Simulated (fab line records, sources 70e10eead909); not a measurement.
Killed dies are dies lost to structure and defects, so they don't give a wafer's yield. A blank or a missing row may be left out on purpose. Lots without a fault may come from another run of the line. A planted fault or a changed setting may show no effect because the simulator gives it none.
Chamber matching | flow nand_harc | NHARC_A_CONTACT_DEP_85 on pecvd-02: 3 sister chambers
The step deposits SiON, target thk 50 nm. 14 wafers are shown with their chamber, then 7 later ones without.

WAFERS WITH THEIR CHAMBER
wafer  | chamber | showerhead_vpp_V (V) | heater_power_w (W)
L924.1 | 2       | 1216                 | 657
L924.2 | 0       | 1233                 | 578
L924.4 | 1       | 1069                 | 736
L934.1 | 0       | 1202                 | 640
L934.5 | 0       | 1235                 | 642
L934.6 | 2       | 1222                 | 753
L936.4 | 1       | 1114                 | 715
L936.5 | 0       | 1226                 | 554
L936.6 | 2       | 1201                 | 705
L938.1 | 0       | 1225                 | 614
L938.3 | 1       | 1081                 | 721
L938.4 | 2       | 1196                 | 688
L939.1 | 2       | 1201                 | 674
L939.2 | 1       | 1084                 | 665

SIGNATURES (means of the wafers above)
reading          | chamber 0 | chamber 1 | chamber 2 | scatter within a chamber
showerhead_vpp_V | 1224.20   | 1087.00   | 1207.20   | 14.4
heater_power_w   | 605.60    | 709.25    | 695.40    | 36
Rule: a wafer's distance from a chamber is the root of the sum, over the readings, of the square of ((its reading less the chamber's mean) divided by the reading's scatter). The wafer belongs to the nearest chamber; if the next one is less than 2 further off, it can't be placed. The scatter: the root of (the sum of the squares of (reading less its chamber's mean) over the shown wafers, divided by (wafers less chambers)).

WAFERS WITHOUT THEIR CHAMBER
wafer  | showerhead_vpp_V (V) | heater_power_w (W)
L939.5 | 1100                 | 672
L940.1 | 1209                 | 737
L940.3 | 1221                 | 653
L940.4 | 1104                 | 683
L943.1 | 1095                 | 727
L943.2 | 1219                 | 683
L943.6 | 1097                 | 721

WHICH CHAMBER EACH WENT THROUGH
wafer  | from the rows above     | in truth
L939.5 | 1                       | 1
L940.1 | 2                       | 2
L940.3 | can't be placed: 0 or 2 | 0
L940.4 | 1                       | 1
L943.1 | 1                       | 1
L943.2 | can't be placed: 2 or 0 | 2
L943.6 | 1                       | 1
Placed correctly: 5 of 7. Can't be placed from these rows: 2 (the true chamber is among the candidates in 2). Placed wrongly: 0.
